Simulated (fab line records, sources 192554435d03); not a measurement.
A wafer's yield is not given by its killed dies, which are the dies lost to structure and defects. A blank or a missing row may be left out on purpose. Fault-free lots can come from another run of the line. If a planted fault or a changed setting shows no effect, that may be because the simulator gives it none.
Which tool did it? -- flow n5_finfet -- 24 lots, 72 wafers sampled, at 4 steps of a route of 1938

WHAT THE GAUGES READ, wafer by wafer
N5_BEOL_M9_CD_MEAS_28: target cd 70 nm.
lot,measured,on,cd_nm (nm)
L076,day 11 14:12,cd_sem-01,70.04 69.74 69.83
L078,day 11 23:26,cd_sem-01,70.11 70.44 69.72
L074,day 12 03:59,cd_sem-03,70.06 69.78 69.90
L077,day 12 08:49,cd_sem-02,70.08 70.03 69.94
L079,day 12 13:01,cd_sem-01,70.41 69.72 69.81
L080,day 12 13:14,cd_sem-02,70.09 70.26 70.18
L075,day 12 17:20,cd_sem-02,70.41 70.07 69.79
L081,day 13 06:59,cd_sem-03,70.04 69.24 69.85
L082,day 13 10:44,cd_sem-01,70.26 70.17 70.31
L083,day 13 10:42,cd_sem-03,70.75 70.43 70.13
L086,day 14 14:17,cd_sem-01,70.08 70.01 70.16
L085,day 14 22:10,cd_sem-01,70.35 70.25 70.55
L084,day 14 22:13,cd_sem-03,69.76 70.26 70.23
L087,day 15 00:11,cd_sem-01,70.09 70.10 69.80
L088,day 15 12:42,cd_sem-02,69.53 70.21 70.14
L089,day 15 12:47,cd_sem-02,70.32 70.58 69.86
L091,day 15 16:51,cd_sem-03,69.94 70.21 70.32
L094,day 15 23:38,cd_sem-03,69.58 69.88 69.88
L090,day 16 01:52,cd_sem-03,69.75 70.00 69.87
L092,day 16 09:06,cd_sem-02,70.04 70.40 70.08
L093,day 16 11:39,cd_sem-02,70.07 69.72 70.14
L096,day 17 10:58,cd_sem-03,70.23 69.84 70.03
L095,day 17 13:59,cd_sem-01,69.74 69.88 69.31
L097,day 18 14:49,cd_sem-01,70.40 70.02 70.30

EACH LOT AND THE TOOL THAT RAN IT (in order: tool; ch and the chambers of the sampled wafers; start)
lot,N5_BEOL_M8_TRENCH_ETCH_37,N5_BEOL_M8_DEP_56,N5_BEOL_M9_HM_DEP_02
L076,"rie_diel-03 ch 0,1,2, day 11 10:07 or earlier","pecvd-03 ch 1,2, day 11 10:07","pvd_sputter-02, day 11 12:04"
L078,"rie_diel-02 ch 1,2,3, day 11 20:29 or earlier","pecvd-03 ch 0,1, day 11 20:29","pvd_sputter-01, day 11 21:32"
L074,"rie_diel-03 ch 1,2, day 11 23:31 or earlier","pecvd-03 ch 0,2, day 11 23:31","pvd_sputter-02, day 12 02:38"
L077,"rie_diel-06 ch 1,2, day 12 05:37 or earlier","pecvd-02 ch 0,2, day 12 05:37","pvd_sputter-02, day 12 06:44"
L079,"rie_diel-02 ch 1,3, day 12 07:47 or earlier","pecvd-02 ch 0,1, day 12 07:47","pvd_sputter-01, day 12 09:43"
L080,"rie_diel-06 ch 0,2, day 12 08:04 or earlier","pecvd-01 ch 0,2, day 12 08:04","pvd_sputter-01, day 12 10:28"
L075,"rie_diel-03 ch 0,2, day 12 12:46 or earlier","pecvd-03 ch 1,2, day 12 12:46","pvd_sputter-03, day 12 14:28"
L081,"rie_diel-03 ch 0,1,3, day 13 04:31 or earlier","pecvd-02 ch 0,1, day 13 04:31","pvd_sputter-03, day 13 05:38"
L082,"rie_diel-03 ch 0,2, day 13 05:25 or earlier","pecvd-03 ch 1,2, day 13 05:25","pvd_sputter-02, day 13 07:40"
L083,"rie_diel-03 ch 2,3, day 13 06:58 or earlier","pecvd-01 ch 0,1, day 13 06:58","pvd_sputter-02, day 13 08:28"
L086,"rie_diel-06 ch 0,2,3, day 14 07:37 or earlier","pecvd-03 ch 0,1,2, day 14 07:37","pvd_sputter-02, day 14 12:34"
L085,"rie_diel-06 ch 0,1,2, day 14 15:08 or earlier","pecvd-03 ch 0,2, day 14 15:08","pvd_sputter-03, day 14 16:26"
L084,"rie_diel-03 ch 0,3, day 14 16:28 or earlier","pecvd-03 ch 1,2, day 14 16:28","pvd_sputter-03, day 14 18:19"
L087,"rie_diel-06 ch 0,1,2, day 14 22:01 or earlier","pecvd-03 ch 0,1,2, day 14 22:01","pvd_sputter-01, day 14 22:50"
L088,"rie_diel-03 ch 0,3, day 15 08:20 or earlier","pecvd-01 ch 0,1, day 15 08:20","pvd_sputter-01, day 15 10:26"
L089,"rie_diel-02 ch 0,1,2, day 15 08:31 or earlier","pecvd-01 ch 0,1,2, day 15 08:31","pvd_sputter-01, day 15 10:32"
L091,"rie_diel-03 ch 0,3, day 15 10:14 or earlier","pecvd-02 ch 0,1,2, day 15 10:14","pvd_sputter-01, day 15 13:50"
L094,"rie_diel-02 ch 1,3, day 15 20:34 or earlier","pecvd-02 ch 1, day 15 20:34","pvd_sputter-02, day 15 21:51"
L090,"rie_diel-06 ch 2,3, day 15 21:48 or earlier","pecvd-01 ch 1,2, day 15 21:48","pvd_sputter-01, day 16 00:28"
L092,"rie_diel-03 ch 1,2,3, day 16 04:04 or earlier","pecvd-01 ch 0,1,2, day 16 04:04","pvd_sputter-01, day 16 06:10"
L093,"rie_diel-03 ch 0,3, day 16 07:52 or earlier","pecvd-01 ch 0,1, day 16 07:52","pvd_sputter-01, day 16 09:50"
L096,"rie_diel-06 ch 1,3, day 17 06:44 or earlier","pecvd-03 ch 1,2, day 17 06:44","pvd_sputter-01, day 17 09:38"
L095,"rie_diel-03 ch 0,1,3, day 17 07:16 or earlier","pecvd-02 ch 1,2, day 17 07:16","pvd_sputter-02, day 17 11:27"
L097,"rie_diel-06 ch 2,3, day 18 10:34 or earlier","pecvd-03 ch 0,2, day 18 10:34","pvd_sputter-01, day 18 12:06"
- N5_BEOL_M8_TRENCH_ETCH_37: etches SiCOH lowk in C4F6/O2, target depth 93.478 nm, time 31.2 s.
- N5_BEOL_M8_DEP_56: deposits SiCN from 3MS/NH3, target thk 10 nm, time 17.5 s.
- N5_BEOL_M9_HM_DEP_02: deposits TiN, target thk 20 nm.

AS READ BY THE TOOLS THEMSELVES (means over the sampled wafers that have a number; for cases with no such wafer, the mark the record gives instead)
N5_BEOL_M8_TRENCH_ETCH_37.
lot,tool,drypump_motor_current_A (A),oes_ar_750_au (a.u.),oes_product_au (a.u.),rf_vpp_V (V),showerhead_plenum_p_Torr (Torr),throttle_valve_pct (%)
L076,rie_diel-03,5.5,0.79,0.79,656,2.82,21.0
L078,rie_diel-02,5.7,0.79,0.78,657,2.77,20.8
L074,rie_diel-03,5.8,0.75,0.73,656,2.87,21.2
L077,rie_diel-06,5.9,0.68,0.67,670,2.90,20.9
L079,rie_diel-02,5.8,0.70,0.69,657,2.76,21.0
L080,rie_diel-06,6.0,0.70,0.70,687,2.90,21.0
L075,rie_diel-03,5.1,0.83,0.83,655,2.75,20.7
L081,rie_diel-03,5.6,0.86,0.87,667,2.92,20.9
L082,rie_diel-03,5.1,0.82,0.80,654,2.75,20.7
L083,rie_diel-03,5.8,0.79,0.78,654,2.79,20.7
L086,rie_diel-06,6.3,0.85,0.86,680,2.90,20.8
L085,rie_diel-06,5.8,0.77,0.77,673,2.90,20.9
L084,rie_diel-03,5.2,0.88,0.89,666,2.86,20.6
L087,rie_diel-06,5.8,0.77,0.78,672,2.90,20.9
L088,rie_diel-03,5.7,0.89,0.90,672,2.93,20.6
L089,rie_diel-02,5.6,0.87,0.87,664,2.86,20.7
L091,rie_diel-03,5.7,0.89,0.90,672,2.93,20.5
L094,rie_diel-02,5.8,0.83,0.84,657,2.75,20.9
L090,rie_diel-06,6.4,0.90,0.90,676,2.89,20.6
L092,rie_diel-03,5.9,0.78,0.78,661,2.87,20.9
L093,rie_diel-03,5.3,0.86,0.86,666,2.85,20.6
L096,rie_diel-06,5.7,0.91,0.91,658,2.92,20.8
L095,rie_diel-03,5.7,0.82,0.82,667,2.90,20.9
L097,rie_diel-06,6.6,0.84,0.84,673,2.89,20.7

N5_BEOL_M8_DEP_56.
lot,tool,showerhead_plenum_p_Torr (Torr),showerhead_vpp_V (V),throttle_valve_pct (%)
L076,pecvd-03,3.658,866,8.3
L078,pecvd-03,3.659,860,8.9
L074,pecvd-03,3.668,857,8.6
L077,pecvd-02,3.664,899,9.4
L079,pecvd-02,3.683,919,9.0
L080,pecvd-01,3.651,937,8.9
L075,pecvd-03,3.666,859,8.3
L081,pecvd-02,3.678,920,9.3
L082,pecvd-03,3.659,860,8.5
L083,pecvd-01,3.642,872,9.0
L086,pecvd-03,3.662,859,8.8
L085,pecvd-03,3.670,859,8.7
L084,pecvd-03,3.664,862,8.4
L087,pecvd-03,3.666,865,8.8
L088,pecvd-01,3.649,861,8.8
L089,pecvd-01,3.648,902,8.9
L091,pecvd-02,3.659,899,9.4
L094,pecvd-02,3.678,910,9.1
L090,pecvd-01,3.640,905,8.8
L092,pecvd-01,3.654,911,9.1
L093,pecvd-01,3.652,864,9.0
L096,pecvd-03,3.669,863,8.4
L095,pecvd-02,3.648,897,9.1
L097,pecvd-03,3.668,857,8.7

N5_BEOL_M9_HM_DEP_02.
lot,tool,throttle_valve_pct (%)
L076,pvd_sputter-02,29.2
L078,pvd_sputter-01,29.7
L074,pvd_sputter-02,29.2
L077,pvd_sputter-02,29.4
L079,pvd_sputter-01,29.0
L080,pvd_sputter-01,29.9
L075,pvd_sputter-03,30.1
L081,pvd_sputter-03,30.3
L082,pvd_sputter-02,29.2
L083,pvd_sputter-02,29.4
L086,pvd_sputter-02,28.7
L085,pvd_sputter-03,30.4
L084,pvd_sputter-03,30.4
L087,pvd_sputter-01,30.1
L088,pvd_sputter-01,29.6
L089,pvd_sputter-01,30.0
L091,pvd_sputter-01,30.0
L094,pvd_sputter-02,29.6
L090,pvd_sputter-01,29.5
L092,pvd_sputter-01,29.9
L093,pvd_sputter-01,30.4
L096,pvd_sputter-01,29.9
L095,pvd_sputter-02,29.6
L097,pvd_sputter-01,30.1

THE ANSWER, worked out from the rows above alone
Rule: usual is defined by the lots themselves. The widest of any qualifying gaps counts: lots, ordered by their means at a reading, are off when they make up no more than a third of the lots, leave a main group of 4 or more, and stand apart from it by 3 or more times the standard deviation of that group's means. A main group is skipped when, at the precision printed for the reading in the tables above, its means are all equal. A lot without any number at a reading at which 4 lots or more have one is off too. Any other lot the step has rows for is counted as sound. The gauges are gone through in route order, then the tools' own readings, and for those a lot's mean is taken as printed above. At the first step where some lot is off, the reading lying furthest off is the one used; lots without a number count as furthest.
No lot is off on any of the readings shown, so nothing can be concluded from this.

WHAT THE SIMULATOR HAD PUT IN
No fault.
